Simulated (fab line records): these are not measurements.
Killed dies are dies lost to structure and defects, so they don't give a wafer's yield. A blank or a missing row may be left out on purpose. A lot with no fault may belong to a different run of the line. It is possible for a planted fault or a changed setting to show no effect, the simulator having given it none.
Chamber matching / flow nandHarc / cmp-04 running NHARC_A_CHANNEL_FILL_D2_CMP_10: 4 sister chambers
The step polishes, target thk 150 nm. 24 wafers are shown with their chamber, then 12 later ones without.

== WAFERS PAIRED WITH THEIR CHAMBERS ==
wafer=L074.1; chamber=0; motorCurrentA (A)=13.2; timeToEndpointS (s)=19.7
wafer=L074.3; chamber=2; motorCurrentA (A)=12.8; timeToEndpointS (s)=20.5
wafer=L074.6; chamber=0; motorCurrentA (A)=13.1; timeToEndpointS (s)=19.7
wafer=L074.2; chamber=3; motorCurrentA (A)=11.0; timeToEndpointS (s)=18.9
wafer=L074.4; chamber=1; motorCurrentA (A)=12.4; timeToEndpointS (s)=18.3
wafer=L074.5; chamber=1; motorCurrentA (A)=12.2; timeToEndpointS (s)=15.0
wafer=L076.1; chamber=1; motorCurrentA (A)=11.7; timeToEndpointS (s)=13.7
wafer=L076.3; chamber=0; motorCurrentA (A)=13.0; timeToEndpointS (s)=19.4
wafer=L076.5; chamber=1; motorCurrentA (A)=12.8; timeToEndpointS (s)=15.3
wafer=L077.2; chamber=3; motorCurrentA (A)=11.2; timeToEndpointS (s)=17.7
wafer=L077.3; chamber=0; motorCurrentA (A)=12.8; timeToEndpointS (s)=21.1
wafer=L077.5; chamber=3; motorCurrentA (A)=10.8; timeToEndpointS (s)=16.4
wafer=L078.1; chamber=0; motorCurrentA (A)=14.0; timeToEndpointS (s)=19.3
wafer=L078.4; chamber=2; motorCurrentA (A)=12.9; timeToEndpointS (s)=20.3
wafer=L078.6; chamber=1; motorCurrentA (A)=12.7; timeToEndpointS (s)=12.7
wafer=L078.2; chamber=3; motorCurrentA (A)=11.0; timeToEndpointS (s)=17.4
wafer=L078.3; chamber=1; motorCurrentA (A)=12.3; timeToEndpointS (s)=15.0
wafer=L078.5; chamber=0; motorCurrentA (A)=13.2; timeToEndpointS (s)=19.9
wafer=L079.3; chamber=0; motorCurrentA (A)=13.9; timeToEndpointS (s)=17.5
wafer=L079.5; chamber=0; motorCurrentA (A)=12.9; timeToEndpointS (s)=16.2
wafer=L079.6; chamber=1; motorCurrentA (A)=11.7; timeToEndpointS (s)=10.4
wafer=L082.2; chamber=0; motorCurrentA (A)=13.1; timeToEndpointS (s)=17.7
wafer=L082.3; chamber=3; motorCurrentA (A)=11.4; timeToEndpointS (s)=18.7
wafer=L082.5; chamber=1; motorCurrentA (A)=12.3; timeToEndpointS (s)=13.5

SIGNATURES, as means of the wafers listed above
reading=motorCurrentA; chamber 0=13.244; chamber 1=12.262; chamber 2=12.850; chamber 3=11.080; scatter within a chamber=0.372
reading=timeToEndpointS; chamber 0=18.944; chamber 1=14.238; chamber 2=20.400; chamber 3=17.820; scatter within a chamber=1.72
Rule: a wafer lies at a distance from a chamber equal to the root of the sum of squares, over the readings, of (its reading less the chamber's mean, divided by the reading's scatter). If the next closest chamber is less than 2 further off than the closest, the wafer can't be placed; otherwise it belongs to the closest. The scatter: the root of (the sum of the squares of (reading less its chamber's mean) over the shown wafers, divided by (wafers less chambers)).

== WAFERS WHOSE CHAMBER IS MISSING ==
wafer=L090.3; motorCurrentA (A)=12.7; timeToEndpointS (s)=17.6
wafer=L090.5; motorCurrentA (A)=11.3; timeToEndpointS (s)=17.0
wafer=L090.6; motorCurrentA (A)=12.6; timeToEndpointS (s)=20.7
wafer=L091.1; motorCurrentA (A)=11.0; timeToEndpointS (s)=15.7
wafer=L091.2; motorCurrentA (A)=11.8; timeToEndpointS (s)=13.4
wafer=L091.5; motorCurrentA (A)=11.9; timeToEndpointS (s)=12.9
wafer=L095.3; motorCurrentA (A)=12.1; timeToEndpointS (s)=15.5
wafer=L095.4; motorCurrentA (A)=10.4; timeToEndpointS (s)=20.5
wafer=L095.6; motorCurrentA (A)=12.5; timeToEndpointS (s)=18.2
wafer=L095.1; motorCurrentA (A)=12.3; timeToEndpointS (s)=15.2
wafer=L095.2; motorCurrentA (A)=13.5; timeToEndpointS (s)=19.4
wafer=L095.5; motorCurrentA (A)=11.1; timeToEndpointS (s)=18.2

== WHICH CHAMBER EACH WENT THROUGH ==
wafer=L090.3; from the rows above=can't be placed: 0 or 2 or 1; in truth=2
wafer=L090.5; from the rows above=3; in truth=3
wafer=L090.6; from the rows above=can't be placed: 2 or 0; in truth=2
wafer=L091.1; from the rows above=3; in truth=3
wafer=L091.2; from the rows above=can't be placed: 1 or 3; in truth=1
wafer=L091.5; from the rows above=1; in truth=1
wafer=L095.3; from the rows above=1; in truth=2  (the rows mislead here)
wafer=L095.4; from the rows above=3; in truth=3
wafer=L095.6; from the rows above=can't be placed: 2 or 0 or 1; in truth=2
wafer=L095.1; from the rows above=1; in truth=1
wafer=L095.2; from the rows above=can't be placed: 0 or 2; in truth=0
wafer=L095.5; from the rows above=3; in truth=3
6 of 12 placed correctly. Cannot be placed on the basis of these rows: 5; the candidates contain the true chamber in 5. 1 placed wrongly.
